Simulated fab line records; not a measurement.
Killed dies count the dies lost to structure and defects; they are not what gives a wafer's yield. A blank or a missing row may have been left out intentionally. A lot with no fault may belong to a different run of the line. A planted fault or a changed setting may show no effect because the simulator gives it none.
fab line records	flow n5Finfet
record: lots: 24	wafers: 72	lastDay: 18
route steps=1938 shown BEOL_M3@979
lots that met no fault: taken from a fault-free run of the same line
startH: the number of hours between the record's first day and the start of the first shown wafer of the lot	waitH: hours elapsed since this lot's preceding step	" identical to the entry in the row above	L1.1+2: several wafers, shown together as one row	- no value, or no start given	* or withheld: withheld	< > ~ a bound
route shown NAME@n: names a module that has steps shown in the file, with the first one's number in the route	usual: mean/standard deviation taken from wafers without a fault	same: alike in all rows	chamber/n: place in a boat	sites: readings site by site	_std_site: how widely they spread, as a standard deviation	_edge_site: outer sites' mean less inner sites'	radiusMm: for every site, how far away it sits from the centre of the wafer	mask NAME#n: copy n	behind: the last tool/chamber to shape the wafer	hold: reason for holding the lot/hours on hold/outcome of the hold	device: the n, p or np transistor that did not switch	end of line: tests run on the same wafers once the route is complete	a step with no rows: only its recipe	killed: dies lost to structure and defects at the first sort, not the wafer's yield	map: shows each die of a wafer: x if killed, . if not, _ if none is there
set.NAME: the setting that was run; set.NAME@STEP: the one run at that earlier step	model.NAME: the simulator's own value behind a step, which no gauge read
steps of the route over a sample of lots; a table a step, a row a wafer
services: a tool's chamber out of use, with start hour (startH, from the record's first day; less than 0 if before it), hours out, and reason
== steps ==
step: N5_BEOL_M3_STRIP_36
recipe: chemistry: N2/H2	powerW: 450	tempC: 40	pressureMtorr: 20	rfFrequencyHz: 6e+07	overashFraction: 0.3	biasPowerW: 7	h2Frac: 0.5	n2FlowSccm: 200	h2FlowSccm: 200
usual: drypumpMotorCurrentA: 5.9/0.42	h2FlowSccm: 200.0/0.58	oesProductAu: 0.76/0.07	rfVppV: 59.3/1.4	showerheadPlenumPTorr: 2.57/0.098	tempC: 40.00/0.11	throttleValvePct: 23.6/0.33
lot.wafer	tool	chamber	startH	waitH	drypumpMotorCurrentA	h2FlowSccm	oesProductAu	rfHoursCounterH	rfVppV	showerheadPlenumPTorr	tempC	throttleValvePct
L074.3	rieDiel-05	1	145.89	0.0	6.1	199.5	0.70	208	61.3	2.41	39.96	23.1
L074.4	"	2	"	"	5.6	200.2	0.69	227	59.7	2.61	40.15	23.8
L074.5	"	2	"	"	5.6	200.1	0.69	-	57.8	2.61	40.03	23.8
L075.2	rieDiel-01	1	150.24	0.0	6.3	200.1	0.80	143	59.3	2.65	40.05	22.9
L075.5	"	1	"	"	6.3	201.4	0.79	-	59.1	2.65	40.13	22.9
L075.6	"	0	"	"	5.5	200.1	0.85	-	59.3	2.69	40.11	23.6
L076.1	rieDiel-05	2	173.65	0.0	5.6	199.2	0.69	236	60.4	2.60	40.02	23.8
L076.4	"	1	"	"	6.1	200.0	0.70	216	58.0	2.41	39.93	23.1
L076.6	"	2	"	"	5.6	200.5	0.68	-	56.8	2.60	40.05	23.8
L079.3	rieDiel-05	0	185.23	0.0	5.5	199.4	0.75	135	62.9	2.44	40.09	24.0
L079.4	"	3	"	"	5.8	200.2	0.71	187	58.0	2.64	40.07	23.8
L079.6	"	3	"	"	5.8	200.0	0.72	-	59.8	2.64	39.99	23.8
L077.3	rieDiel-01	3	185.32	0.0	5.7	200.3	0.72	199	60.0	2.63	40.22	23.7
L077.5	"	1	"	"	6.3	199.6	0.79	-	58.3	2.64	39.83	22.9
L077.6	"	0	"	"	5.5	200.1	0.81	-	60.1	2.69	40.06	23.7
L080.3	rieDiel-01	2	185.70	0.0	6.3	199.9	0.74	176	59.5	2.43	39.89	23.4
L080.4	"	3	"	"	5.7	199.2	0.73	199	60.8	2.63	39.94	23.6
L080.5	"	0	"	"	5.5	199.0	0.82	-	57.8	2.69	39.91	23.7
L078.1	rieDiel-01	0	189.74	0.0	5.5	199.3	0.81	75	58.0	2.68	40.07	23.7
L078.2	"	3	"	"	5.7	200.7	0.71	200	60.6	2.63	39.88	23.7
L078.5	"	1	"	"	6.4	199.4	0.78	-	59.1	2.64	39.90	22.9
L081.1	rieDiel-06	2	192.04	0.0	6.4	200.0	0.71	204	59.1	2.50	40.06	23.5
L081.5	"	0	"	"	4.9	200.8	0.68	-	58.6	2.37	40.08	24.0
L081.6	"	3	"	"	6.3	199.4	0.79	-	58.9	2.58	40.12	24.0
L082.2	rieDiel-01	0	193.06	0.0	5.5	199.2	0.82	77	58.6	2.68	39.83	23.7
L082.3	"	3	"	"	5.7	199.6	0.73	202	59.2	2.62	39.97	23.6
L082.6	"	0	"	"	5.5	199.7	0.81	-	59.1	2.68	39.96	23.7
L083.2	rieDiel-06	1	198.35	0.0	5.9	200.2	0.86	46	57.2	2.59	40.13	23.7
L083.5	"	1	"	"	5.9	200.5	0.86	-	60.1	2.59	40.09	23.6
L083.6	"	0	"	"	4.9	199.9	0.69	-	58.7	2.37	40.11	24.0
L084.1	rieDiel-06	3	221.22	0.0	6.3	200.3	0.78	99	59.1	2.58	39.96	24.0
L084.3	"	3	"	"	6.3	200.5	0.78	-	56.9	2.58	40.06	24.0
L084.4	"	1	"	"	5.8	200.6	0.82	-	58.3	2.59	39.93	23.6
L085.1	rieDiel-06	2	226.41	0.0	6.3	199.4	0.71	206	59.3	2.50	40.13	23.5
L085.4	"	2	"	"	6.3	200.0	0.71	-	60.4	2.50	40.02	23.5
L085.6	"	1	"	"	5.9	199.7	0.83	-	57.8	2.59	40.05	23.6
L086.1	rieDiel-01	0	229.38	0.0	5.5	199.8	0.80	86	58.4	2.68	39.92	23.7
L086.3	"	2	"	"	6.4	199.7	0.73	187	59.0	2.43	40.11	23.4
L086.5	"	3	"	"	5.8	200.0	0.71	-	58.6	2.62	40.02	23.7
L087.1	rieDiel-01	3	238.03	0.0	5.7	200.2	0.71	214	58.9	2.62	40.20	23.7
L087.4	"	1	"	"	6.4	200.4	0.77	169	60.0	2.63	39.95	22.9
L087.5	"	1	"	"	6.3	200.1	0.76	-	58.8	2.63	40.02	22.9
L088.1	rieDiel-06	3	248.26	0.0	6.4	199.9	0.76	110	61.3	2.57	39.99	24.0
L088.3	"	1	"	"	5.8	201.2	0.81	68	58.7	2.58	40.03	23.7
L088.4	"	2	"	"	6.3	200.9	0.70	214	58.3	2.49	39.89	23.5
L089.1	rieDiel-05	0	256.89	0.0	5.5	200.5	0.73	160	58.8	2.43	39.91	24.0
L089.4	"	1	"	"	6.1	199.5	0.69	244	61.2	2.40	39.91	23.1
L089.5	"	2	"	"	5.6	199.4	0.97	-	59.2	2.59	39.95	23.5
L091.2	rieDiel-01	0	260.46	0.0	5.5	199.8	0.79	95	59.0	2.68	40.15	23.7
L091.3	"	2	"	"	6.4	200.0	0.71	197	60.5	2.42	40.07	23.4
L091.6	"	0	"	"	5.5	199.5	0.79	-	60.2	2.68	40.20	23.7
L090.1	rieDiel-06	2	262.19	0.0	6.3	200.0	0.71	219	59.3	2.49	40.15	23.5
L090.2	"	3	"	"	6.3	199.6	0.79	114	56.6	2.57	39.94	24.0
L090.5	"	0	"	"	4.9	200.8	0.96	-	60.3	2.69	40.08	23.6
L092.2	rieDiel-05	0	262.22	0.0	5.5	201.6	0.74	162	57.1	2.43	39.88	24.0
L092.3	"	3	"	"	5.8	200.1	0.71	213	58.9	2.63	40.19	23.9
L092.4	"	1	"	"	6.1	199.0	0.70	246	61.1	2.40	40.12	23.1
L093.1	rieDiel-01	2	265.58	0.0	6.4	200.0	0.72	199	59.1	2.42	40.05	23.4
L093.3	"	3	"	"	5.7	201.5	0.71	223	61.1	2.62	40.08	23.7
L093.6	"	1	"	"	6.3	199.1	0.75	-	62.0	2.63	39.72	22.9
L094.2	rieDiel-05	0	276.26	0.0	5.6	200.4	0.72	165	57.7	2.42	40.07	24.0
L094.3	"	3	"	"	5.8	199.8	0.71	216	56.9	2.62	40.00	23.8
L094.5	"	1	"	"	6.1	200.1	0.69	-	58.1	2.40	39.88	23.1
L095.1	rieDiel-01	1	279.56	0.0	6.3	199.9	0.75	182	61.9	2.63	39.71	22.9
L095.3	"	3	"	"	5.7	199.9	0.71	227	58.1	2.61	39.96	23.7
L095.4	"	2	"	"	6.4	199.9	0.72	203	58.7	2.42	40.02	23.4
L097.1	rieDiel-06	0	298.89	0.0	4.9	200.3	0.93	14	58.2	2.69	40.07	23.6
L097.3	"	1	"	"	5.8	200.4	0.80	83	56.7	2.58	39.91	23.7
L097.5	"	1	"	"	5.8	200.2	0.81	-	61.4	2.58	40.19	23.7
L096.1	rieDiel-01	3	300.30	0.0	5.7	199.9	0.71	233	59.3	2.61	40.01	23.7
L096.3	"	0	"	"	5.5	201.2	0.77	107	60.2	2.67	40.03	23.7
L096.5	"	0	"	"	5.5	199.8	0.77	-	61.4	2.67	39.77	23.7
step: N5_BEOL_M3_CD_MEAS_35
recipe: targetCdNm: 18	targetCdYNm: 21	polarity: opening
usual: cdNm: 18.0/0.31
lot.wafer	tool	chamber	startH	waitH	cdNm
L074.3	cdSem-01	-	146.24	0.0	17.9
L074.4	"	-	"	"	17.8
L074.5	"	-	"	"	17.7
L075.2	cdSem-01	-	150.58	0.0	18.1
L075.5	"	-	"	"	18.4
L075.6	"	-	"	"	18.5
L076.1	cdSem-03	-	174.00	0.0	18.5
L076.4	"	-	"	"	18.4
L076.6	"	-	"	"	17.8
L079.3	cdSem-01	-	185.58	0.0	17.9
L079.4	"	-	"	"	18.2
L079.6	"	-	"	"	17.5
L077.3	cdSem-01	-	185.68	0.0	18.1
L077.5	"	-	"	"	17.7
L077.6	"	-	"	"	17.9
L080.3	cdSem-01	-	186.05	0.0	18.2
L080.4	"	-	"	"	18.2
L080.5	"	-	"	"	18.1
L078.1	cdSem-02	-	190.09	0.0	18.1
L078.2	"	-	"	"	17.8
L078.5	"	-	"	"	18.1
L081.1	cdSem-03	-	192.38	0.0	18.0
L081.5	"	-	"	"	18.1
L081.6	"	-	"	"	17.6
L082.2	cdSem-02	-	193.42	0.0	18.1
L082.3	"	-	"	"	17.8
L082.6	"	-	"	"	17.7
L083.2	cdSem-01	-	198.69	0.0	18.2
L083.5	"	-	"	"	18.0
L083.6	"	-	"	"	17.4
L084.1	cdSem-01	-	221.65	0.0	18.0
L084.3	"	-	"	"	18.1
L084.4	"	-	"	"	17.9
L085.1	cdSem-02	-	226.75	0.0	18.3
L085.4	"	-	"	"	18.2
L085.6	"	-	"	"	18.0
L086.1	cdSem-01	-	229.73	0.0	17.7
L086.3	"	-	"	"	17.9
L086.5	"	-	"	"	18.0
L087.1	cdSem-02	-	238.37	0.0	18.0
L087.4	"	-	"	"	18.5
L087.5	"	-	"	"	18.7
L088.1	cdSem-03	-	248.61	0.0	18.4
L088.3	"	-	"	"	17.9
L088.4	"	-	"	"	18.2
L089.1	cdSem-03	-	257.23	0.0	18.3
L089.4	"	-	"	"	18.0
L089.5	"	-	"	"	18.0
L091.2	cdSem-03	-	260.81	0.0	17.6
L091.3	"	-	"	"	18.0
L091.6	"	-	"	"	17.7
L090.1	cdSem-01	-	262.56	0.0	18.2
L090.2	"	-	"	"	17.8
L090.5	"	-	"	"	17.6
L092.2	cdSem-02	-	262.58	0.0	18.2
L092.3	"	-	"	"	18.2
L092.4	"	-	"	"	18.3
L093.1	cdSem-02	-	265.93	0.0	18.2
L093.3	"	-	"	"	18.1
L093.6	"	-	"	"	17.8
L094.2	cdSem-01	-	276.60	0.0	18.5
L094.3	"	-	"	"	17.9
L094.5	"	-	"	"	18.2
L095.1	cdSem-01	-	279.90	0.0	17.7
L095.3	"	-	"	"	18.3
L095.4	"	-	"	"	17.8
L097.1	cdSem-01	-	299.24	0.0	17.5
L097.3	"	-	"	"	17.5
L097.5	"	-	"	"	17.7
L096.1	cdSem-02	-	300.75	0.0	17.3
L096.3	"	-	"	"	18.2
L096.5	"	-	"	"	18.4
step: N5_BEOL_M3_PRE_CLEAN_45
recipe: gas: H2/He	timeS: 30	tempC: 250
usual: heaterPowerW: 330/26
lot.wafer	tool	chamber	startH	waitH	heaterPowerW
L074.3	pvdSputter-03	-	146.52	0.0	351
L074.4	"	-	"	"	352
L074.5	"	-	"	"	352
L075.2	pvdSputter-03	-	151.34	0.0	322
L075.5	"	-	"	"	351
L075.6	"	-	"	"	354
L076.1	pvdSputter-02	-	174.65	0.0	297
L076.4	"	-	"	"	355
L076.6	"	-	"	"	335
L079.3	pvdSputter-03	-	185.75	0.0	325
L079.4	"	-	"	"	317
L079.6	"	-	"	"	328
L077.3	pvdSputter-02	-	185.81	0.0	342
L077.5	"	-	"	"	311
L077.6	"	-	"	"	347
L080.3	pvdSputter-02	-	186.17	0.0	334
L080.4	"	-	"	"	351
L080.5	"	-	"	"	345
L078.1	pvdSputter-01	-	190.47	0.0	370
L078.2	"	-	"	"	297
L078.5	"	-	"	"	340
L081.1	pvdSputter-03	-	192.69	0.0	322
L081.5	"	-	"	"	329
L081.6	"	-	"	"	363
L082.2	pvdSputter-01	-	193.50	0.0	287
L082.3	"	-	"	"	360
L082.6	"	-	"	"	279
L083.2	pvdSputter-01	-	199.22	0.0	291
L083.5	"	-	"	"	283
L083.6	"	-	"	"	332
L084.1	pvdSputter-03	-	221.93	0.0	324
L084.3	"	-	"	"	308
L084.4	"	-	"	"	356
L085.1	pvdSputter-03	-	227.04	0.0	361
L085.4	"	-	"	"	317
L085.6	"	-	"	"	351
L086.1	pvdSputter-03	-	230.10	0.0	324
L086.3	"	-	"	"	312
L086.5	"	-	"	"	328
L087.1	pvdSputter-01	-	239.42	0.0	295
L087.4	"	-	"	"	339
L087.5	"	-	"	"	295
L088.1	pvdSputter-01	-	249.06	0.0	366
L088.3	"	-	"	"	283
L088.4	"	-	"	"	291
L089.1	pvdSputter-02	-	257.71	0.0	337
L089.4	"	-	"	"	339
L089.5	"	-	"	"	348
L091.2	pvdSputter-01	-	261.50	0.0	284
L091.3	"	-	"	"	296
L091.6	"	-	"	"	281
L090.1	pvdSputter-03	-	262.81	0.0	363
L090.2	"	-	"	"	360
L090.5	"	-	"	"	317
L092.2	pvdSputter-02	-	262.83	0.0	348
L092.3	"	-	"	"	310
L092.4	"	-	"	"	340
L093.1	pvdSputter-02	-	266.24	0.0	357
L093.3	"	-	"	"	340
L093.6	"	-	"	"	304
L094.2	pvdSputter-03	-	276.91	0.0	324
L094.3	"	-	"	"	351
L094.5	"	-	"	"	365
L095.1	pvdSputter-02	-	280.22	0.0	354
L095.3	"	-	"	"	304
L095.4	"	-	"	"	357
L097.1	pvdSputter-01	-	299.71	0.0	367
L097.3	"	-	"	"	284
L097.5	"	-	"	"	340
L096.1	pvdSputter-02	-	301.47	0.0	341
L096.3	"	-	"	"	342
L096.5	"	-	"	"	294
step: N5_BEOL_M3_SURFACE_TREAT_85
recipe: gas: Ar	timeS: *	ionEnergyEv: *	ionCurrentMaCm2: 0.5	pressureMtorr: *	arFlowSccm: 30
usual: throttleValvePct: *
lot.wafer	tool	chamber	startH	waitH	throttleValvePct
L074.3	pvdSputter-01	-	146.81	0.1	*
L074.4	"	-	"	"	*
L074.5	"	-	"	"	*
L075.2	pvdSputter-03	-	151.80	0.3	*
L075.5	"	-	"	"	*
L075.6	"	-	"	"	*
L076.1	pvdSputter-03	-	174.94	0.1	*
L076.4	"	-	"	"	*
L076.6	"	-	"	"	*
L079.3	pvdSputter-02	-	186.09	0.2	*
L079.4	"	-	"	"	*
L079.6	"	-	"	"	*
L077.3	pvdSputter-03	-	186.17	0.1	*
L077.5	"	-	"	"	*
L077.6	"	-	"	"	*
L080.3	pvdSputter-02	-	186.47	0.1	*
L080.4	"	-	"	"	*
L080.5	"	-	"	"	*
L078.1	pvdSputter-02	-	190.75	0.1	*
L078.2	"	-	"	"	*
L078.5	"	-	"	"	*
L081.1	pvdSputter-02	-	192.99	0.1	*
L081.5	"	-	"	"	*
L081.6	"	-	"	"	*
L082.2	pvdSputter-02	-	193.79	0.1	*
L082.3	"	-	"	"	*
L082.6	"	-	"	"	*
L083.2	pvdSputter-02	-	199.56	0.2	*
L083.5	"	-	"	"	*
L083.6	"	-	"	"	*
L084.1	pvdSputter-03	-	222.41	0.3	*
L084.3	"	-	"	"	*
L084.4	"	-	"	"	*
L085.1	pvdSputter-03	-	227.40	0.1	*
L085.4	"	-	"	"	*
L085.6	"	-	"	"	*
L086.1	pvdSputter-01	-	230.63	0.4	*
L086.3	"	-	"	"	*
L086.5	"	-	"	"	*
L087.1	pvdSputter-01	-	239.80	0.2	*
L087.4	"	-	"	"	*
L087.5	"	-	"	"	*
L088.1	pvdSputter-02	-	249.49	0.2	*
L088.3	"	-	"	"	*
L088.4	"	-	"	"	*
L089.1	pvdSputter-02	-	258.02	0.1	*
L089.4	"	-	"	"	*
L089.5	"	-	"	"	*
L091.2	pvdSputter-01	-	261.84	0.2	*
L091.3	"	-	"	"	*
L091.6	"	-	"	"	*
L090.1	pvdSputter-03	-	263.17	0.1	*
L090.2	"	-	"	"	*
L090.5	"	-	"	"	*
L092.2	pvdSputter-02	-	263.17	0.1	*
L092.3	"	-	"	"	*
L092.4	"	-	"	"	*
L093.1	pvdSputter-02	-	266.54	0.1	*
L093.3	"	-	"	"	*
L093.6	"	-	"	"	*
L094.2	pvdSputter-03	-	277.39	0.3	*
L094.3	"	-	"	"	*
L094.5	"	-	"	"	*
L095.1	pvdSputter-02	-	280.58	0.2	*
L095.3	"	-	"	"	*
L095.4	"	-	"	"	*
L097.1	pvdSputter-03	-	300.04	0.2	*
L097.3	"	-	"	"	*
L097.5	"	-	"	"	*
L096.1	pvdSputter-03	-	301.80	0.2	*
L096.3	"	-	"	"	*
L096.5	"	-	"	"	*
step: N5_BEOL_M3_SPUTTER_48
recipe: material: Cu	targetThkA: 45	tempC: -20	chamberPressurePa: 0.07	powerW: withheld	timeS: 8.29
usual: throttleValvePct: 30.0/1.2
lot.wafer	tool	chamber	startH	waitH	throttleValvePct
L074.3	pvdSputter-01	-	147.11	0.1	30.1
L074.4	"	-	"	"	30.3
L074.5	"	-	"	"	30.3
L075.2	pvdSputter-02	-	152.04	0.1	30.0
L075.5	"	-	"	"	30.2
L075.6	"	-	"	"	29.1
L076.1	pvdSputter-02	-	175.16	0.1	30.0
L076.4	"	-	"	"	32.4
L076.6	"	-	"	"	32.3
L079.3	pvdSputter-01	-	186.31	0.1	28.3
L079.4	"	-	"	"	31.7
L079.6	"	-	"	"	30.3
L077.3	pvdSputter-02	-	186.51	0.1	30.4
L077.5	"	-	"	"	30.4
L077.6	"	-	"	"	29.4
L080.3	pvdSputter-01	-	188.15	1.3	30.3
L080.4	"	-	"	"	29.8
L080.5	"	-	"	"	30.3
L078.1	pvdSputter-02	-	190.97	0.1	32.5
L078.2	"	-	"	"	29.8
L078.5	"	-	"	"	30.0
L081.1	pvdSputter-03	-	193.22	0.1	29.3
L081.5	"	-	"	"	31.2
L081.6	"	-	"	"	28.6
L082.2	pvdSputter-02	-	195.85	1.8	29.9
L082.3	"	-	"	"	30.2
L082.6	"	-	"	"	31.9
L083.2	pvdSputter-01	-	199.88	0.1	30.0
L083.5	"	-	"	"	31.4
L083.6	"	-	"	"	28.2
L084.1	pvdSputter-02	-	224.48	1.9	30.3
L084.3	"	-	"	"	29.2
L084.4	"	-	"	"	29.9
L085.1	pvdSputter-02	-	227.70	0.1	30.6
L085.4	"	-	"	"	32.1
L085.6	"	-	"	"	29.0
L086.1	pvdSputter-01	-	231.11	0.4	30.2
L086.3	"	-	"	"	31.2
L086.5	"	-	"	"	28.1
L087.1	pvdSputter-03	-	240.06	0.1	29.1
L087.4	"	-	"	"	29.2
L087.5	"	-	"	"	29.5
L088.1	pvdSputter-01	-	249.90	0.3	30.2
L088.3	"	-	"	"	28.1
L088.4	"	-	"	"	31.5
L089.1	pvdSputter-03	-	259.81	1.7	28.6
L089.4	"	-	"	"	29.5
L089.5	"	-	"	"	28.8
L091.2	pvdSputter-01	-	262.12	0.1	30.3
L091.3	"	-	"	"	31.4
L091.6	"	-	"	"	30.2
L090.1	pvdSputter-03	-	263.40	0.1	28.6
L090.2	"	-	"	"	28.9
L090.5	"	-	"	"	29.2
L092.2	pvdSputter-02	-	263.74	0.3	29.3
L092.3	"	-	"	"	32.3
L092.4	"	-	"	"	29.9
L093.1	pvdSputter-02	-	266.77	0.1	29.8
L093.3	"	-	"	"	30.2
L093.6	"	-	"	"	29.2
L094.2	pvdSputter-01	-	277.61	0.1	30.4
L094.3	"	-	"	"	28.2
L094.5	"	-	"	"	30.6
L095.1	pvdSputter-03	-	280.88	0.2	29.2
L095.3	"	-	"	"	28.4
L095.4	"	-	"	"	30.8
L097.1	pvdSputter-01	-	300.35	0.2	30.2
L097.3	"	-	"	"	31.5
L097.5	"	-	"	"	30.0
L096.1	pvdSputter-01	-	302.23	0.3	30.0
L096.3	"	-	"	"	30.4
L096.5	"	-	"	"	30.4
step: N5_BEOL_M3_ANNEAL_93
recipe: tempC: 400	timeS: 240	ambient: vacuum
usual: heaterPowerW: 817/66
lot.wafer	tool	chamber	startH	waitH	heaterPowerW
L074.3	pvdSputter-01	-	148.51	0.0	716
L074.4	"	-	"	"	850
L074.5	"	-	"	"	822
L075.2	pvdSputter-02	-	153.52	0.0	833
L075.5	"	-	"	"	750
L075.6	"	-	"	"	854
L076.1	pvdSputter-02	-	176.56	0.0	856
L076.4	"	-	"	"	855
L076.6	"	-	"	"	849
L079.3	pvdSputter-01	-	187.71	0.0	705
L079.4	"	-	"	"	892
L079.6	"	-	"	"	853
L077.3	pvdSputter-02	-	187.91	0.0	763
L077.5	"	-	"	"	758
L077.6	"	-	"	"	868
L080.3	pvdSputter-01	-	189.55	0.0	851
L080.4	"	-	"	"	742
L080.5	"	-	"	"	851
L078.1	pvdSputter-02	-	192.37	0.0	827
L078.2	"	-	"	"	861
L078.5	"	-	"	"	858
L081.1	pvdSputter-03	-	194.62	0.0	806
L081.5	"	-	"	"	877
L081.6	"	-	"	"	891
L082.2	pvdSputter-02	-	197.25	0.0	873
L082.3	"	-	"	"	750
L082.6	"	-	"	"	817
L083.2	pvdSputter-01	-	201.28	0.0	845
L083.5	"	-	"	"	901
L083.6	"	-	"	"	722
L084.1	pvdSputter-02	-	225.88	0.0	757
L084.3	"	-	"	"	868
L084.4	"	-	"	"	862
L085.1	pvdSputter-02	-	229.10	0.0	777
L085.4	"	-	"	"	836
L085.6	"	-	"	"	866
L086.1	pvdSputter-01	-	235.21	0.0	713
L086.3	"	-	"	"	925
L086.5	"	-	"	"	700
L087.1	pvdSputter-03	-	241.46	0.0	807
L087.4	"	-	"	"	806
L087.5	"	-	"	"	809
L088.1	pvdSputter-01	-	251.30	0.0	726
L088.3	"	-	"	"	710
L088.4	"	-	"	"	909
L089.1	pvdSputter-03	-	261.21	0.0	880
L089.4	"	-	"	"	804
L089.5	"	-	"	"	878
L091.2	pvdSputter-01	-	263.52	0.0	841
L091.3	"	-	"	"	914
L091.6	"	-	"	"	851
L090.1	pvdSputter-03	-	264.80	0.0	879
L090.2	"	-	"	"	777
L090.5	"	-	"	"	816
L092.2	pvdSputter-02	-	265.14	0.0	888
L092.3	"	-	"	"	849
L092.4	"	-	"	"	838
L093.1	pvdSputter-02	-	268.17	0.0	860
L093.3	"	-	"	"	759
L093.6	"	-	"	"	877
L094.2	pvdSputter-01	-	279.01	0.0	853
L094.3	"	-	"	"	699
L094.5	"	-	"	"	845
L095.1	pvdSputter-03	-	282.28	0.0	792
L095.3	"	-	"	"	899
L095.4	"	-	"	"	878
L097.1	pvdSputter-01	-	301.75	0.0	725
L097.3	"	-	"	"	915
L097.5	"	-	"	"	726
L096.1	pvdSputter-01	-	303.63	0.0	731
L096.3	"	-	"	"	852
L096.5	"	-	"	"	836
== services ==
tool	chamber	startH	hours	kind
rieDiel-06	2	124.88	3.2	repair
pvdSputter-01	-	137.17	2.2	repair
rieDiel-05	0	157.45	2.8	repair
rieDiel-06	2	201.30	23.7	repair
rieDiel-06	3	202.27	7.3	repair
rieDiel-01	-	211.73	3.2	repair
rieDiel-05	2	220.81	-	clean
rieDiel-05	2	220.81	-	consumableReplace:focusRing
rieDiel-05	2	220.81	17.9	scheduledDown
rieDiel-05	2	220.81	17.9	ventCycle
rieDiel-06	0	226.90	-	clean
rieDiel-06	0	226.90	-	consumableReplace:focusRing
rieDiel-06	0	226.90	-	consumableReplace:showerhead
rieDiel-06	0	226.90	20.7	scheduledDown
rieDiel-06	0	226.90	20.7	ventCycle
pvdSputter-01	-	231.67	2.2	repair
pvdSputter-01	-	236.50	2.7	repair
rieDiel-01	-	243.61	0.2	repair
rieDiel-06	0	271.64	2.8	repair
rieDiel-05	1	280.56	-	clean
rieDiel-05	1	280.56	-	consumableReplace:focusRing
rieDiel-05	1	280.56	-	consumableReplace:showerhead
rieDiel-05	1	280.56	29.9	scheduledDown
rieDiel-05	2	296.80	2.9	repair
== key ==
fault none
